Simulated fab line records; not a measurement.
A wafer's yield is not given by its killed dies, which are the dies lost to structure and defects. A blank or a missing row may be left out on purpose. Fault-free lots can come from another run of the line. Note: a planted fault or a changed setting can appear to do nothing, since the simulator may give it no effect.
fab line records / flow nandHarc / part 2 of 2: steps 22 to 34 of 34
record lots=5 wafers=15 lastDay=24
route steps=1159 shown P_CONTACT@228 P_M0@253
lots that met no fault: taken from a fault-free run of the same line
startH: hours from the record's opening day to when the first of the lot's shown wafers began / waitH: hours elapsed since this lot's preceding step / " as in the row above / L1.1+2: several wafers, shown together as one row / - no value, or no start given / * or withheld: withheld / < > ~ a bound
route shown NAME@n: names a module that has steps shown in the file, with the first one's number in the route / usual: mean/standard deviation of fault-free wafers / same: alike in all rows / chamber/n: place in a boat / sites: per-site readings / _std_site: standard deviation of those values / _edge_site: inner sites' mean taken away from outer sites' mean / radiusMm: how far each site lies from the wafer's centre / mask NAME#n: copy n / behind: the tool/chamber that last shaped the wafer / hold: why the lot was held/for how many hours/how that ended / device: the transistor (n, p or np) that didn't switch / end of line: the same wafers' tests at the end of the route / a step without rows: its recipe alone / killed: count of dies lost to structure and defects at first sort (not the wafer's yield) / map: dies across one wafer; x = killed, . = not, _ = none there
set.NAME: the run value of the setting; set.NAME@STEP: its run value at that earlier step / model.NAME: the simulator's own value behind a step, which no gauge read
certain route steps with their lots: each step a table, each wafer a row
services: the hour from which a tool's chamber was out of use, counted from the record's first day as startH (under 0 if before that day), plus the number of hours and why
## steps
# step NHARC_P_CONTACT_CMP_24
# recipe tOverpolishS=30 targetThkNm=200
# usual edgeZonePressureFrac=1.001/0.0049 motorCurrentA=11.9/0.84 overpolishRunS=29.999/0.0091 slurryFlowMlMin=150.1/0.52 timeToEndpointS=38.9/3
lot.wafer=L081.3 tool=cmp-01 chamber=2 startH=158.81 waitH=0.7 edgeZonePressureFrac=1.000 motorCurrentA=12.4 overpolishRunS=29.992 slurryFlowMlMin=150.7 timeToEndpointS=36.4
lot.wafer=L081.6 tool=cmp-01 chamber=2 startH=158.81 waitH=0.7 edgeZonePressureFrac=0.987 motorCurrentA=12.6 overpolishRunS=30.013 slurryFlowMlMin=150.4 timeToEndpointS=38.2
lot.wafer=L081.5 tool=cmp-01 chamber=3 startH=158.81 waitH=0.7 edgeZonePressureFrac=0.993 motorCurrentA=11.7 overpolishRunS=29.993 slurryFlowMlMin=149.6 timeToEndpointS=35.4
lot.wafer=L084.3 tool=cmp-01 chamber=0 startH=175.85 waitH=0.3 edgeZonePressureFrac=0.995 motorCurrentA=11.9 overpolishRunS=30.009 slurryFlowMlMin=150.8 timeToEndpointS=41.3
lot.wafer=L084.4 tool=cmp-01 chamber=1 startH=175.85 waitH=0.3 edgeZonePressureFrac=0.998 motorCurrentA=11.4 overpolishRunS=30.023 slurryFlowMlMin=150.5 timeToEndpointS=38.4
lot.wafer=L084.6 tool=cmp-01 chamber=0 startH=175.85 waitH=0.3 edgeZonePressureFrac=1.005 motorCurrentA=12.0 overpolishRunS=29.992 slurryFlowMlMin=150.7 timeToEndpointS=41.6
lot.wafer=L086.4 tool=cmp-03 chamber=2 startH=187.25 waitH=0.4 edgeZonePressureFrac=1.003 motorCurrentA=10.3 overpolishRunS=29.983 slurryFlowMlMin=149.8 timeToEndpointS=37.7
lot.wafer=L086.1 tool=cmp-03 chamber=3 startH=187.25 waitH=0.4 edgeZonePressureFrac=1.014 motorCurrentA=12.8 overpolishRunS=29.998 slurryFlowMlMin=150.2 timeToEndpointS=41.7
lot.wafer=L086.3 tool=cmp-03 chamber=0 startH=187.25 waitH=0.4 edgeZonePressureFrac=1.001 motorCurrentA=12.0 overpolishRunS=30.018 slurryFlowMlMin=150.4 timeToEndpointS=32.3
lot.wafer=L089.1 tool=cmp-01 chamber=0 startH=208.63 waitH=0.5 edgeZonePressureFrac=1.001 motorCurrentA=11.8 overpolishRunS=30.003 slurryFlowMlMin=149.7 timeToEndpointS=39.5
lot.wafer=L089.3 tool=cmp-01 chamber=2 startH=208.63 waitH=0.5 edgeZonePressureFrac=0.998 motorCurrentA=12.8 overpolishRunS=29.989 slurryFlowMlMin=150.2 timeToEndpointS=38.2
lot.wafer=L089.5 tool=cmp-01 chamber=0 startH=208.63 waitH=0.5 edgeZonePressureFrac=0.992 motorCurrentA=11.8 overpolishRunS=29.991 slurryFlowMlMin=149.4 timeToEndpointS=38.9
lot.wafer=L093.3 tool=cmp-04 chamber=1 startH=234.35 waitH=0.3 edgeZonePressureFrac=0.990 motorCurrentA=11.8 overpolishRunS=29.989 slurryFlowMlMin=149.6 timeToEndpointS=40.1
lot.wafer=L093.6 tool=cmp-04 chamber=0 startH=234.35 waitH=0.3 edgeZonePressureFrac=1.005 motorCurrentA=11.7 overpolishRunS=30.000 slurryFlowMlMin=150.2 timeToEndpointS=40.6
lot.wafer=L093.5 tool=cmp-04 chamber=1 startH=234.35 waitH=0.3 edgeZonePressureFrac=0.993 motorCurrentA=11.6 overpolishRunS=30.002 slurryFlowMlMin=149.7 timeToEndpointS=41.0
# step NHARC_P_CONTACT_SRD_26
lot.wafer=L081.5+3+6 tool=wetBench-06 chamber=7,1,3 startH=159.14 waitH=0.0
lot.wafer=L084.4+3+6 tool=wetBench-06 chamber=4,0,1 startH=176.14 waitH=0.0
lot.wafer=L086.4+1+3 tool=wetBench-06 chamber=1,3,6 startH=187.57 waitH=0.0
lot.wafer=L089.3+1+5 tool=wetBench-05 chamber=5,6,0 startH=208.92 waitH=0.0
lot.wafer=L093.3+5+6 tool=wetBench-01 chamber=1,5,6 startH=234.66 waitH=0.0
# step NHARC_P_CONTACT_INSPECT_27
# usual rawDefectCount=296/120
lot.wafer=L081.3 tool=defectInspect-02 chamber=- startH=159.24 waitH=0.1 rawDefectCount=335
lot.wafer=L081.5 tool=defectInspect-02 chamber=- startH=159.24 waitH=0.1 rawDefectCount=272
lot.wafer=L081.6 tool=defectInspect-02 chamber=- startH=159.24 waitH=0.1 rawDefectCount=496
lot.wafer=L084.3 tool=defectInspect-02 chamber=- startH=176.23 waitH=0.1 rawDefectCount=204
lot.wafer=L084.4 tool=defectInspect-02 chamber=- startH=176.23 waitH=0.1 rawDefectCount=159
lot.wafer=L084.6 tool=defectInspect-02 chamber=- startH=176.23 waitH=0.1 rawDefectCount=221
lot.wafer=L086.1 tool=defectInspect-02 chamber=- startH=187.65 waitH=0.1 rawDefectCount=197
lot.wafer=L086.3 tool=defectInspect-02 chamber=- startH=187.65 waitH=0.1 rawDefectCount=217
lot.wafer=L086.4 tool=defectInspect-02 chamber=- startH=187.65 waitH=0.1 rawDefectCount=156
lot.wafer=L089.1 tool=defectInspect-02 chamber=- startH=209.00 waitH=0.1 rawDefectCount=141
lot.wafer=L089.3 tool=defectInspect-02 chamber=- startH=209.00 waitH=0.1 rawDefectCount=226
lot.wafer=L089.5 tool=defectInspect-02 chamber=- startH=209.00 waitH=0.1 rawDefectCount=291
lot.wafer=L093.3 tool=defectInspect-01 chamber=- startH=234.75 waitH=0.1 rawDefectCount=209
lot.wafer=L093.5 tool=defectInspect-01 chamber=- startH=234.75 waitH=0.1 rawDefectCount=262
lot.wafer=L093.6 tool=defectInspect-01 chamber=- startH=234.75 waitH=0.1 rawDefectCount=202
# step NHARC_P_M0_DEP_00
# recipe targetThkA=1500 targetThkNm=150 tempC=withheld pressureTorr=5 flowSccm=200 rfW=600 material=SiOC
# usual chamberPressureTorr=4.999/0.012
lot.wafer=L081.3 tool=pecvd-03 chamber=0 startH=159.30 waitH=0.1 chamberPressureTorr=5.004
lot.wafer=L081.5 tool=pecvd-03 chamber=0 startH=159.30 waitH=0.1 chamberPressureTorr=5.028
lot.wafer=L081.6 tool=pecvd-03 chamber=1 startH=159.30 waitH=0.1 chamberPressureTorr=4.990
lot.wafer=L084.3 tool=pecvd-02 chamber=1 startH=176.30 waitH=0.1 chamberPressureTorr=4.996
lot.wafer=L084.4 tool=pecvd-02 chamber=1 startH=176.30 waitH=0.1 chamberPressureTorr=4.997
lot.wafer=L084.6 tool=pecvd-02 chamber=2 startH=176.30 waitH=0.1 chamberPressureTorr=5.017
lot.wafer=L086.1 tool=pecvd-03 chamber=1 startH=187.72 waitH=0.1 chamberPressureTorr=5.008
lot.wafer=L086.3 tool=pecvd-03 chamber=0 startH=187.72 waitH=0.1 chamberPressureTorr=5.007
lot.wafer=L086.4 tool=pecvd-03 chamber=0 startH=187.72 waitH=0.1 chamberPressureTorr=5.004
lot.wafer=L089.3 tool=pecvd-02 chamber=0 startH=209.11 waitH=0.1 chamberPressureTorr=4.989
lot.wafer=L089.1 tool=pecvd-02 chamber=1 startH=209.11 waitH=0.1 chamberPressureTorr=5.010
lot.wafer=L089.5 tool=pecvd-02 chamber=1 startH=209.11 waitH=0.1 chamberPressureTorr=4.993
lot.wafer=L093.3 tool=pecvd-03 chamber=2 startH=234.90 waitH=0.2 chamberPressureTorr=5.011
lot.wafer=L093.6 tool=pecvd-03 chamber=0 startH=234.90 waitH=0.2 chamberPressureTorr=4.985
lot.wafer=L093.5 tool=pecvd-03 chamber=2 startH=234.90 waitH=0.2 chamberPressureTorr=5.014
# step NHARC_P_M0_DEHYDRATE_01
# recipe tempC=150 timeS=120
# usual heaterPowerTotalW=182.7/1.3
lot.wafer=L081.3 tool=lithoTrack-06 chamber=0 startH=159.71 waitH=- heaterPowerTotalW=183.6
lot.wafer=L081.5 tool=lithoTrack-06 chamber=0 startH=159.71 waitH=- heaterPowerTotalW=181.7
lot.wafer=L081.6 tool=lithoTrack-06 chamber=0 startH=159.71 waitH=- heaterPowerTotalW=184.8
lot.wafer=L084.3 tool=lithoTrack-01 chamber=0 startH=176.70 waitH=- heaterPowerTotalW=181.8
lot.wafer=L084.4 tool=lithoTrack-01 chamber=0 startH=176.70 waitH=- heaterPowerTotalW=181.8
lot.wafer=L084.6 tool=lithoTrack-01 chamber=0 startH=176.70 waitH=- heaterPowerTotalW=180.9
lot.wafer=L086.1 tool=lithoTrack-04 chamber=0 startH=188.12 waitH=- heaterPowerTotalW=181.5
lot.wafer=L086.3 tool=lithoTrack-04 chamber=0 startH=188.12 waitH=- heaterPowerTotalW=184.2
lot.wafer=L086.4 tool=lithoTrack-04 chamber=0 startH=188.12 waitH=- heaterPowerTotalW=181.8
lot.wafer=L089.1 tool=lithoTrack-01 chamber=0 startH=209.47 waitH=- heaterPowerTotalW=183.2
lot.wafer=L089.3 tool=lithoTrack-01 chamber=0 startH=209.47 waitH=- heaterPowerTotalW=182.1
lot.wafer=L089.5 tool=lithoTrack-01 chamber=0 startH=209.47 waitH=- heaterPowerTotalW=183.5
lot.wafer=L093.3 tool=lithoTrack-01 chamber=0 startH=235.21 waitH=- heaterPowerTotalW=182.6
lot.wafer=L093.5 tool=lithoTrack-01 chamber=0 startH=235.21 waitH=- heaterPowerTotalW=182.7
lot.wafer=L093.6 tool=lithoTrack-01 chamber=0 startH=235.21 waitH=- heaterPowerTotalW=181.9
# step NHARC_P_M0_HMDS_02
# recipe timeS=30
lot.wafer=L081.3+5+6 tool=lithoTrack-06 chamber=0 startH=- waitH=-
lot.wafer=L084.3+4+6 tool=lithoTrack-01 chamber=0 startH=- waitH=-
lot.wafer=L086.1+3+4 tool=lithoTrack-04 chamber=0 startH=- waitH=-
lot.wafer=L089.1+3+5 tool=lithoTrack-01 chamber=0 startH=- waitH=-
lot.wafer=L093.3+5+6 tool=lithoTrack-01 chamber=0 startH=- waitH=-
# step NHARC_P_M0_COAT_33
# recipe tempC=200 timeS=65
# usual heaterPowerTotalW=385.9/1.3
lot.wafer=L081.3 tool=lithoTrack-06 chamber=0 startH=- waitH=- heaterPowerTotalW=387.2
lot.wafer=L081.5 tool=lithoTrack-06 chamber=0 startH=- waitH=- heaterPowerTotalW=384.4
lot.wafer=L081.6 tool=lithoTrack-06 chamber=0 startH=- waitH=- heaterPowerTotalW=387.8
lot.wafer=L084.3 tool=lithoTrack-01 chamber=0 startH=- waitH=- heaterPowerTotalW=384.8
lot.wafer=L084.4 tool=lithoTrack-01 chamber=0 startH=- waitH=- heaterPowerTotalW=387.4
lot.wafer=L084.6 tool=lithoTrack-01 chamber=0 startH=- waitH=- heaterPowerTotalW=385.0
lot.wafer=L086.1 tool=lithoTrack-04 chamber=0 startH=- waitH=- heaterPowerTotalW=387.5
lot.wafer=L086.3 tool=lithoTrack-04 chamber=0 startH=- waitH=- heaterPowerTotalW=386.2
lot.wafer=L086.4 tool=lithoTrack-04 chamber=0 startH=- waitH=- heaterPowerTotalW=387.9
lot.wafer=L089.1 tool=lithoTrack-01 chamber=0 startH=- waitH=- heaterPowerTotalW=384.9
lot.wafer=L089.3 tool=lithoTrack-01 chamber=0 startH=- waitH=- heaterPowerTotalW=387.6
lot.wafer=L089.5 tool=lithoTrack-01 chamber=0 startH=- waitH=- heaterPowerTotalW=384.5
lot.wafer=L093.3 tool=lithoTrack-01 chamber=0 startH=- waitH=- heaterPowerTotalW=387.5
lot.wafer=L093.5 tool=lithoTrack-01 chamber=0 startH=- waitH=- heaterPowerTotalW=386.5
lot.wafer=L093.6 tool=lithoTrack-01 chamber=0 startH=- waitH=- heaterPowerTotalW=384.9
# step NHARC_P_M0_COAT_03
# recipe spinRpm=1500 resistThkNm=90
lot.wafer=L081.3+5+6 tool=lithoTrack-06 chamber=0 startH=- waitH=-
lot.wafer=L084.3+4+6 tool=lithoTrack-01 chamber=0 startH=- waitH=-
lot.wafer=L086.1+3+4 tool=lithoTrack-04 chamber=0 startH=- waitH=-
lot.wafer=L089.1+3+5 tool=lithoTrack-01 chamber=0 startH=- waitH=-
lot.wafer=L093.3+5+6 tool=lithoTrack-01 chamber=0 startH=- waitH=-
# step NHARC_P_M0_SOFTBAKE_04
# recipe tempC=105 timeS=55
# usual heaterPowerTotalW=188.44/0.12
lot.wafer=L081.3 tool=lithoTrack-06 chamber=0 startH=- waitH=- heaterPowerTotalW=188.34
lot.wafer=L081.5 tool=lithoTrack-06 chamber=0 startH=- waitH=- heaterPowerTotalW=188.46
lot.wafer=L081.6 tool=lithoTrack-06 chamber=0 startH=- waitH=- heaterPowerTotalW=188.34
lot.wafer=L084.3 tool=lithoTrack-01 chamber=0 startH=- waitH=- heaterPowerTotalW=188.67
lot.wafer=L084.4 tool=lithoTrack-01 chamber=0 startH=- waitH=- heaterPowerTotalW=188.53
lot.wafer=L084.6 tool=lithoTrack-01 chamber=0 startH=- waitH=- heaterPowerTotalW=188.74
lot.wafer=L086.1 tool=lithoTrack-04 chamber=0 startH=- waitH=- heaterPowerTotalW=188.37
lot.wafer=L086.3 tool=lithoTrack-04 chamber=0 startH=- waitH=- heaterPowerTotalW=188.38
lot.wafer=L086.4 tool=lithoTrack-04 chamber=0 startH=- waitH=- heaterPowerTotalW=188.22
lot.wafer=L089.1 tool=lithoTrack-01 chamber=0 startH=- waitH=- heaterPowerTotalW=188.30
lot.wafer=L089.3 tool=lithoTrack-01 chamber=0 startH=- waitH=- heaterPowerTotalW=188.63
lot.wafer=L089.5 tool=lithoTrack-01 chamber=0 startH=- waitH=- heaterPowerTotalW=188.70
lot.wafer=L093.3 tool=lithoTrack-01 chamber=0 startH=- waitH=- heaterPowerTotalW=188.44
lot.wafer=L093.5 tool=lithoTrack-01 chamber=0 startH=- waitH=- heaterPowerTotalW=188.44
lot.wafer=L093.6 tool=lithoTrack-01 chamber=0 startH=- waitH=- heaterPowerTotalW=188.36
# step NHARC_P_M0_EBR_05
lot.wafer=L081.3+5+6 tool=lithoTrack-06 chamber=0 startH=- waitH=-
lot.wafer=L084.3+4+6 tool=lithoTrack-01 chamber=0 startH=- waitH=-
lot.wafer=L086.1+3+4 tool=lithoTrack-04 chamber=0 startH=- waitH=-
lot.wafer=L089.1+3+5 tool=lithoTrack-01 chamber=0 startH=- waitH=-
lot.wafer=L093.3+5+6 tool=lithoTrack-01 chamber=0 startH=- waitH=-
# step NHARC_P_M0_EXPOSE_06
# recipe na=1.35 targetCdNm=90 doseMj=81.28 maskId=P_M0
lot.wafer=L081.3+5+6 tool=arfiScanner-01 chamber=0 startH=159.89 waitH=- mask=P_M0#0
lot.wafer=L084.3+4+6 tool=arfiScanner-03 chamber=0 startH=177.00 waitH=- mask=P_M0#0
lot.wafer=L086.1+3+4 tool=arfiScanner-01 chamber=0 startH=188.41 waitH=- mask=P_M0#0
lot.wafer=L089.1+3+5 tool=arfiScanner-02 chamber=0 startH=209.76 waitH=- mask=P_M0#0
lot.wafer=L093.3+5+6 tool=arfiScanner-01 chamber=0 startH=235.51 waitH=- mask=P_M0#0
# step NHARC_P_M0_PEB_07
# recipe pebTempC=100 pebTimeS=65
# usual heaterPowerTotalW=156.6/0.43
lot.wafer=L081.3 tool=lithoTrack-01 chamber=0 startH=159.94 waitH=0.0 heaterPowerTotalW=157.1
lot.wafer=L081.5 tool=lithoTrack-01 chamber=0 startH=159.94 waitH=0.0 heaterPowerTotalW=156.4
lot.wafer=L081.6 tool=lithoTrack-01 chamber=0 startH=159.94 waitH=0.0 heaterPowerTotalW=156.9
lot.wafer=L084.3 tool=lithoTrack-01 chamber=0 startH=177.05 waitH=0.0 heaterPowerTotalW=155.9
lot.wafer=L084.4 tool=lithoTrack-01 chamber=0 startH=177.05 waitH=0.0 heaterPowerTotalW=156.8
lot.wafer=L084.6 tool=lithoTrack-01 chamber=0 startH=177.05 waitH=0.0 heaterPowerTotalW=157.0
lot.wafer=L086.1 tool=lithoTrack-01 chamber=0 startH=188.47 waitH=0.1 heaterPowerTotalW=157.1
lot.wafer=L086.3 tool=lithoTrack-01 chamber=0 startH=188.47 waitH=0.1 heaterPowerTotalW=156.2
lot.wafer=L086.4 tool=lithoTrack-01 chamber=0 startH=188.47 waitH=0.1 heaterPowerTotalW=156.1
lot.wafer=L089.1 tool=lithoTrack-01 chamber=0 startH=209.83 waitH=0.1 heaterPowerTotalW=156.2
lot.wafer=L089.3 tool=lithoTrack-01 chamber=0 startH=209.83 waitH=0.1 heaterPowerTotalW=156.0
lot.wafer=L089.5 tool=lithoTrack-01 chamber=0 startH=209.83 waitH=0.1 heaterPowerTotalW=156.0
lot.wafer=L093.3 tool=lithoTrack-01 chamber=0 startH=235.56 waitH=0.0 heaterPowerTotalW=156.4
lot.wafer=L093.5 tool=lithoTrack-01 chamber=0 startH=235.56 waitH=0.0 heaterPowerTotalW=156.4
lot.wafer=L093.6 tool=lithoTrack-01 chamber=0 startH=235.56 waitH=0.0 heaterPowerTotalW=157.0
# step NHARC_P_M0_DEVELOP_08
# recipe developTimeS=35 devTempC=23
# usual developerTempC=23.00/0.095
lot.wafer=L081.3 tool=lithoTrack-01 chamber=0 startH=- waitH=- developerTempC=22.97
lot.wafer=L081.5 tool=lithoTrack-01 chamber=0 startH=- waitH=- developerTempC=23.01
lot.wafer=L081.6 tool=lithoTrack-01 chamber=0 startH=- waitH=- developerTempC=23.00
lot.wafer=L084.3 tool=lithoTrack-01 chamber=0 startH=- waitH=- developerTempC=22.96
lot.wafer=L084.4 tool=lithoTrack-01 chamber=0 startH=- waitH=- developerTempC=22.99
lot.wafer=L084.6 tool=lithoTrack-01 chamber=0 startH=- waitH=- developerTempC=22.98
lot.wafer=L086.1 tool=lithoTrack-01 chamber=0 startH=- waitH=- developerTempC=23.12
lot.wafer=L086.3 tool=lithoTrack-01 chamber=0 startH=- waitH=- developerTempC=23.03
lot.wafer=L086.4 tool=lithoTrack-01 chamber=0 startH=- waitH=- developerTempC=22.98
lot.wafer=L089.1 tool=lithoTrack-01 chamber=0 startH=- waitH=- developerTempC=23.12
lot.wafer=L089.3 tool=lithoTrack-01 chamber=0 startH=- waitH=- developerTempC=22.97
lot.wafer=L089.5 tool=lithoTrack-01 chamber=0 startH=- waitH=- developerTempC=23.14
lot.wafer=L093.3 tool=lithoTrack-01 chamber=0 startH=- waitH=- developerTempC=22.85
lot.wafer=L093.5 tool=lithoTrack-01 chamber=0 startH=- waitH=- developerTempC=22.81
lot.wafer=L093.6 tool=lithoTrack-01 chamber=0 startH=- waitH=- developerTempC=23.03
## services
tool=wetBench-06 chamber=- startH=129.60 hours=8.0 kind=pm
tool=cmp-01 chamber=- startH=138.73 hours=0.3 kind=repair
tool=arfiScanner-03 chamber=- startH=140.00 hours=4.0 kind=pm
tool=lithoTrack-04 chamber=- startH=141.00 hours=7.0 kind=pm
tool=aldMetal-03 chamber=- startH=144.00 hours=10.0 kind=pm
tool=wetBench-05 chamber=- startH=144.33 hours=4.1 kind=repair
tool=arfiScanner-03 chamber=- startH=148.54 hours=1.2 kind=repair
tool=arfiScanner-03 chamber=- startH=151.02 hours=11.6 kind=repair
tool=aldMetal-01 chamber=- startH=152.33 hours=1.0 kind=repair
tool=pecvd-02 chamber=- startH=153.23 hours=13.0 kind=pm
tool=cvdW-01 chamber=1 startH=156.09 hours=15.4 kind=repair
tool=pvdSputter-01 chamber=- startH=158.00 hours=10.0 kind=pm
tool=arfiScanner-03 chamber=- startH=170.23 hours=0.4 kind=repair
tool=pecvd-03 chamber=- startH=175.72 hours=0.6 kind=repair
tool=rieDiel-10 chamber=- startH=176.50 hours=9.0 kind=pm
tool=cmp-01 chamber=- startH=179.61 hours=4.0 kind=pm
tool=arfiScanner-01 chamber=- startH=185.03 hours=0.2 kind=repair
tool=cvdW-01 chamber=- startH=189.41 hours=1.3 kind=repair
tool=arfiScanner-01 chamber=- startH=196.00 hours=4.0 kind=pm
tool=wetBench-05 chamber=- startH=196.80 hours=8.0 kind=pm
tool=wetBench-05 chamber=- startH=205.88 hours=2.7 kind=repair
tool=pecvd-03 chamber=- startH=208.95 hours=9.3 kind=repair
tool=arfiScanner-01 chamber=- startH=209.06 hours=8.8 kind=repair
tool=arfiScanner-01 chamber=- startH=226.24 hours=0.2 kind=repair
